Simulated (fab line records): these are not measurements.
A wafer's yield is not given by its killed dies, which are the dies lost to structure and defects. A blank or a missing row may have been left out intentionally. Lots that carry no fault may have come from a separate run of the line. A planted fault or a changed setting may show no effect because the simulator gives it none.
Matching of chambers | flow n5_finfet | rie_diel-03 running N5_HKMG_FIN_STRIP_93: 4 sister chambers
The step strips SOC in N2/H2, time 20 s. 22 wafers are shown with their chamber, then 11 later ones without.

== WAFERS, EACH WITH ITS CHAMBER ==
wafer  | chamber | drypump_motor_current_A (A) | throttle_valve_pct (%) | showerhead_plenum_p_Torr (Torr)
L077.1 | 2       | 6.3                         | 18.6                   | 3.33
L077.2 | 3       | 5.1                         | 19.2                   | 3.39
L077.4 | 1       | 5.8                         | 18.7                   | 3.38
L078.1 | 0       | 5.4                         | 18.8                   | 3.42
L078.2 | 2       | 6.2                         | 18.6                   | 3.33
L078.4 | 3       | 5.1                         | 19.2                   | 3.39
L079.1 | 0       | 5.3                         | 18.8                   | 3.42
L079.4 | 1       | 5.8                         | 18.7                   | 3.37
L079.6 | 2       | 6.3                         | 18.6                   | 3.33
L082.3 | 0       | 5.3                         | 18.8                   | 3.41
L082.4 | 1       | 5.8                         | 18.7                   | 3.37
L082.6 | 2       | 6.3                         | 18.6                   | 3.32
L085.2 | 0       | 5.3                         | 18.9                   | 3.41
L085.4 | 1       | 5.8                         | 18.8                   | 3.37
L085.6 | 2       | 6.3                         | 18.6                   | 3.32
L086.1 | 1       | 5.8                         | 18.7                   | 3.37
L086.2 | 2       | 6.3                         | 18.6                   | 3.32
L086.3 | 3       | 5.1                         | 19.3                   | 3.38
L087.1 | 2       | 6.3                         | 18.6                   | 3.32
L087.2 | 0       | 5.3                         | 18.8                   | 3.41
L087.5 | 0       | 5.3                         | 18.8                   | 3.41
L089.1 | 3       | 5.2                         | 19.2                   | 3.37

SIGNATURES (averages over the wafers above)
reading                  | chamber 0 | chamber 1 | chamber 2 | chamber 3 | scatter within a chamber
drypump_motor_current_A  | 5.317     | 5.800     | 6.286     | 5.125     | 0.0368
throttle_valve_pct       | 18.817    | 18.720    | 18.600    | 19.225    | 0.0364
showerhead_plenum_p_Torr | 3.4133    | 3.3720    | 3.3243    | 3.3825    | 0.00605
Rule: for a wafer and a chamber, the distance is found by dividing, reading by reading, the gap between the wafer's reading and the chamber's mean by the reading's scatter, squaring, summing and taking the root. The wafer belongs to the nearest chamber; if the next one is less than 2 further off, it can't be placed. The scatter is the square root of a quotient: the sum, over the shown wafers, of each reading's squared deviation from its chamber's mean, divided by wafers minus chambers.

== WAFERS MISSING THEIR CHAMBER ==
wafer  | drypump_motor_current_A (A) | throttle_valve_pct (%) | showerhead_plenum_p_Torr (Torr)
L089.4 | 6.3                         | 18.6                   | 3.31
L089.6 | 6.3                         | 18.6                   | 3.31
L090.1 | 6.3                         | 18.6                   | 3.31
L090.5 | 6.3                         | 18.6                   | 3.31
L090.6 | 5.8                         | 18.8                   | 3.36
L093.2 | 5.3                         | 18.9                   | 3.40
L093.4 | 5.8                         | 18.8                   | 3.36
L093.6 | 5.2                         | 19.3                   | 3.37
L096.1 | 5.8                         | 18.8                   | 3.35
L096.3 | 6.3                         | 18.7                   | 3.30
L096.4 | 5.2                         | 19.3                   | 3.36

== THE CHAMBER EACH PASSED THROUGH ==
wafer  | from the rows above | in truth
L089.4 | 2                   | 2
L089.6 | 2                   | 2
L090.1 | 2                   | 2
L090.5 | 2                   | 2
L090.6 | 1                   | 1
L093.2 | 0                   | 0
L093.4 | 1                   | 1
L093.6 | 3                   | 3
L096.1 | 1                   | 1
L096.3 | 2                   | 2
L096.4 | 3                   | 3
Correctly placed: 11 of 11. From these rows, 0 cannot be placed. Number placed wrongly: 0.
